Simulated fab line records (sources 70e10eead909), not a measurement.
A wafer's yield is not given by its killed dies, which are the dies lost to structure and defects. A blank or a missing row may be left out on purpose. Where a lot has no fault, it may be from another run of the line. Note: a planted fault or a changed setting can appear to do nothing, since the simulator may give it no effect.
Matching of chambers + flow nand harc + NHARC_THIN_TSV_DESCUM_35 on rie diel-02: 4 sister chambers
The step chemistry O2, time 3 s. 24 wafers are shown with their chamber, then 12 later ones without.

== WAFERS PAIRED WITH THEIR CHAMBERS ==
| wafer  | chamber | drypump motor current A (A) | rf vpp V (V) | oes product au (a.u.) |
|--------|---------|-----------------------------|--------------|-----------------------|
| L076.2 | 1       | 5.7                         | 58.6         | 1.005                 |
| L076.3 | 3       | 4.7                         | 57.4         | 0.996                 |
| L076.4 | 2       | 5.4                         | 56.7         | 1.003                 |
| L075.1 | 3       | 4.7                         | 56.9         | 0.991                 |
| L075.2 | 0       | 5.9                         | 57.0         | 1.001                 |
| L075.3 | 2       | 5.3                         | 57.4         | 0.996                 |
| L078.1 | 0       | 5.9                         | 57.2         | 1.014                 |
| L078.2 | 2       | 5.3                         | 57.4         | 0.996                 |
| L078.3 | 1       | 5.7                         | 57.5         | 0.997                 |
| L078.4 | 3       | 4.8                         | 57.8         | 1.002                 |
| L078.5 | 3       | 4.8                         | 56.6         | 1.000                 |
| L078.6 | 2       | 5.3                         | 57.5         | 1.001                 |
| L080.1 | 1       | 5.7                         | 58.9         | 0.990                 |
| L080.4 | 3       | 4.8                         | 56.4         | 1.011                 |
| L080.5 | 3       | 4.7                         | 57.2         | 1.005                 |
| L084.1 | 0       | 5.9                         | 58.8         | 1.005                 |
| L084.5 | 3       | 4.7                         | 57.2         | 1.000                 |
| L084.6 | 0       | 5.9                         | 56.2         | 1.003                 |
| L088.2 | 1       | 5.7                         | 58.3         | 1.015                 |
| L088.4 | 0       | 5.9                         | 56.9         | 1.008                 |
| L088.6 | 1       | 5.7                         | 59.1         | 0.993                 |
| L085.2 | 0       | 5.9                         | 57.8         | 1.003                 |
| L085.4 | 1       | 5.7                         | 57.2         | 0.991                 |
| L085.6 | 0       | 5.9                         | 58.0         | 0.999                 |

SIGNATURES, as means of the wafers listed above
| reading                 | chamber 0 | chamber 1 | chamber 2 | chamber 3 | scatter within a chamber |
|-------------------------|-----------|-----------|-----------|-----------|--------------------------|
| drypump motor current A | 5.900     | 5.700     | 5.325     | 4.743     | 0.0351                   |
| rf vpp V                | 57.414    | 58.267    | 57.250    | 57.071    | 0.674                    |
| oes product au          | 1.00471   | 0.99850   | 0.99900   | 1.00071   | 0.00673                  |
Rule: distance of a wafer from a chamber = root of the sum over the readings of ((wafer's reading minus chamber's mean) / reading's scatter) squared. If the next closest chamber is less than 2 further off than the closest, the wafer can't be placed; otherwise it belongs to the closest. The scatter is the square root of a quotient: the sum, over the shown wafers, of each reading's squared deviation from its chamber's mean, divided by wafers minus chambers.

== WAFERS WITHOUT THEIR CHAMBER ==
| wafer  | drypump motor current A (A) | rf vpp V (V) | oes product au (a.u.) |
|--------|-----------------------------|--------------|-----------------------|
| L089.1 | 5.4                         | 55.8         | 1.008                 |
| L089.2 | 5.9                         | 58.0         | 1.011                 |
| L089.4 | 4.7                         | 59.9         | 1.007                 |
| L092.2 | 5.7                         | 56.7         | 0.997                 |
| L092.3 | 5.9                         | 56.6         | 1.008                 |
| L092.4 | 4.8                         | 57.6         | 1.010                 |
| L095.1 | 5.7                         | 57.7         | 1.008                 |
| L095.2 | 5.9                         | 57.4         | 1.015                 |
| L095.3 | 4.7                         | 58.6         | 1.004                 |
| L096.2 | 4.8                         | 56.9         | 1.008                 |
| L096.5 | 5.7                         | 56.2         | 1.005                 |
| L096.6 | 5.9                         | 57.5         | 1.005                 |

== CHAMBER TAKEN BY EACH ==
| wafer  | from the rows above | in truth |
|--------|---------------------|----------|
| L089.1 | 2                   | 2        |
| L089.2 | 0                   | 0        |
| L089.4 | 3                   | 3        |
| L092.2 | 1                   | 1        |
| L092.3 | 0                   | 0        |
| L092.4 | 3                   | 3        |
| L095.1 | 1                   | 1        |
| L095.2 | 0                   | 0        |
| L095.3 | 3                   | 3        |
| L096.2 | 3                   | 3        |
| L096.5 | 1                   | 1        |
| L096.6 | 0                   | 0        |
Correctly placed: 12 of 12. From these rows, 0 cannot be placed. Number placed wrongly: 0.
